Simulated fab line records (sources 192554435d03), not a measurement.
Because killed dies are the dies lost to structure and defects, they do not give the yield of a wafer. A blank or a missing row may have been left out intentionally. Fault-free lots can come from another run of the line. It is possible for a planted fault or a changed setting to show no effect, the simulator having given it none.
Matching of chambers / flow n5_finfet / N5_BEOL_M8_ALD_77 on ald_metal-04 has 4 sister chambers
The step deposits TaN, target thk 2 nm, pulse time 2 s, purge time 3 s. 4 wafers are shown with their chamber, then 9 later ones without.

## EACH WAFER AND ITS CHAMBER
wafer=L079.1; chamber=0; heater_power_w (W)=396
wafer=L081.1; chamber=2; heater_power_w (W)=426
wafer=L084.5; chamber=3; heater_power_w (W)=427
wafer=L087.5; chamber=1; heater_power_w (W)=438

## WAFERS WITHOUT THEIR CHAMBER
wafer=L090.1; heater_power_w (W)=447
wafer=L090.3; heater_power_w (W)=436
wafer=L090.5; heater_power_w (W)=392
wafer=L094.1; heater_power_w (W)=391
wafer=L094.5; heater_power_w (W)=418
wafer=L094.6; heater_power_w (W)=437
wafer=L095.2; heater_power_w (W)=396
wafer=L095.4; heater_power_w (W)=412
wafer=L095.6; heater_power_w (W)=436

## THE CHAMBER EACH PASSED THROUGH
wafer=L090.1; from the rows above=can't be placed: 1 or 3 or 2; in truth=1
wafer=L090.3; from the rows above=can't be placed: 1 or 3 or 2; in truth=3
wafer=L090.5; from the rows above=0; in truth=0
wafer=L094.1; from the rows above=0; in truth=0
wafer=L094.5; from the rows above=can't be placed: 2 or 3 or 1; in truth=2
wafer=L094.6; from the rows above=can't be placed: 1 or 3 or 2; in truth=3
wafer=L095.2; from the rows above=0; in truth=0
wafer=L095.4; from the rows above=can't be placed: 2 or 3 or 0 or 1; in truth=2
wafer=L095.6; from the rows above=can't be placed: 1 or 3 or 2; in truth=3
3 of 9 placed correctly. Not placeable from these rows: 6 (in 6, the candidates include the true chamber). Wrongly placed: 0.
How it was worked out, from the rows above alone: a wafer's distance from a chamber is the root of the sum, over the readings, of the square of ((its reading less the chamber's mean) divided by the reading's scatter). The wafer belongs to the nearest chamber; if the next one is less than 2 further off, it can't be placed. A chamber's mean is the mean of its shown wafers. The scatter (one wafer shown for each chamber): square how far every hidden wafer sits from the nearest shown wafer, average those squares and take the square root.
